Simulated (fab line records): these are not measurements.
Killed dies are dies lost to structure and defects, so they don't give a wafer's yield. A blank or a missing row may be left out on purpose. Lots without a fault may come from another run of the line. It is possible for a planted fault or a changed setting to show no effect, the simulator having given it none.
Matching of chambers    flow nandHarc    NHARC_A_CONTACT_ETCH_92 on rieDiel-13: 4 sister chambers
The step etches the open film in CH3F/O2, target depth 40 nm, time 85.7 s. 27 wafers are shown with their chamber, then 12 later ones without.

## EACH WAFER AND ITS CHAMBER
wafer   chamber  drypumpMotorCurrentA (A)  showerheadPlenumPTorr (Torr)  rfVppV (V)
L079.1  3        6.0                       2.51                          245.7
L079.2  1        5.5                       2.35                          243.5
L079.6  3        6.0                       2.51                          244.8
L076.1  1        5.4                       2.35                          241.5
L076.5  1        5.4                       2.35                          242.5
L076.6  3        6.0                       2.51                          246.7
L081.1  1        5.4                       2.35                          241.6
L081.2  2        6.0                       2.36                          242.5
L081.6  2        6.0                       2.36                          241.4
L077.1  2        6.0                       2.36                          243.0
L077.5  0        5.2                       2.33                          242.8
L077.6  3        6.0                       2.51                          245.1
L084.1  0        5.2                       2.33                          242.8
L084.2  2        6.0                       2.36                          244.0
L084.5  3        6.0                       2.51                          244.8
L086.1  2        6.0                       2.36                          242.3
L086.5  0        5.2                       2.33                          242.6
L086.6  3        6.0                       2.51                          245.3
L088.2  3        6.0                       2.51                          244.7
L088.3  1        5.5                       2.34                          242.4
L088.6  0        5.2                       2.32                          243.7
L090.4  2        6.0                       2.35                          242.8
L090.5  2        6.0                       2.35                          241.5
L090.6  3        6.0                       2.51                          245.0
L093.1  1        5.4                       2.34                          242.3
L093.3  3        6.0                       2.51                          245.4
L093.4  2        6.0                       2.35                          242.9

SIGNATURES (averages over the wafers above)
reading                chamber 0  chamber 1  chamber 2  chamber 3  scatter within a chamber
drypumpMotorCurrentA   5.200      5.433      6.000      6.000      0.0241
showerheadPlenumPTorr  2.3275     2.3467     2.3563     2.5100     0.00415
rfVppV                 242.975    242.300    242.550    245.278    0.705
Rule: a wafer lies at a distance from a chamber equal to the root of the sum of squares, over the readings, of (its reading less the chamber's mean, divided by the reading's scatter). If the next closest chamber is less than 2 further off than the closest, the wafer can't be placed; otherwise it belongs to the closest. The scatter is the square root of a quotient: the sum, over the shown wafers, of each reading's squared deviation from its chamber's mean, divided by wafers minus chambers.

## WAFERS WITH NO CHAMBER GIVEN
wafer   drypumpMotorCurrentA (A)  showerheadPlenumPTorr (Torr)  rfVppV (V)
L091.1  5.4                       2.34                          243.0
L091.3  5.2                       2.32                          242.5
L091.4  6.0                       2.51                          246.3
L094.4  5.2                       2.32                          241.5
L094.5  5.5                       2.34                          243.7
L094.6  5.2                       2.32                          242.2
L096.3  6.0                       2.51                          244.2
L096.4  5.4                       2.34                          244.8
L096.6  6.0                       2.35                          242.0
L097.1  6.0                       2.35                          243.8
L097.2  5.2                       2.32                          241.9
L097.4  5.4                       2.34                          243.6

## CHAMBER TAKEN BY EACH
wafer   from the rows above  in truth
L091.1  1                    1
L091.3  0                    0
L091.4  3                    3
L094.4  0                    0
L094.5  1                    1
L094.6  0                    0
L096.3  3                    3
L096.4  1                    1
L096.6  2                    2
L097.1  2                    2
L097.2  0                    0
L097.4  1                    1
Correct placement for 12 of the 12. Left unplaced by these rows: 0. Placed wrongly: 0.
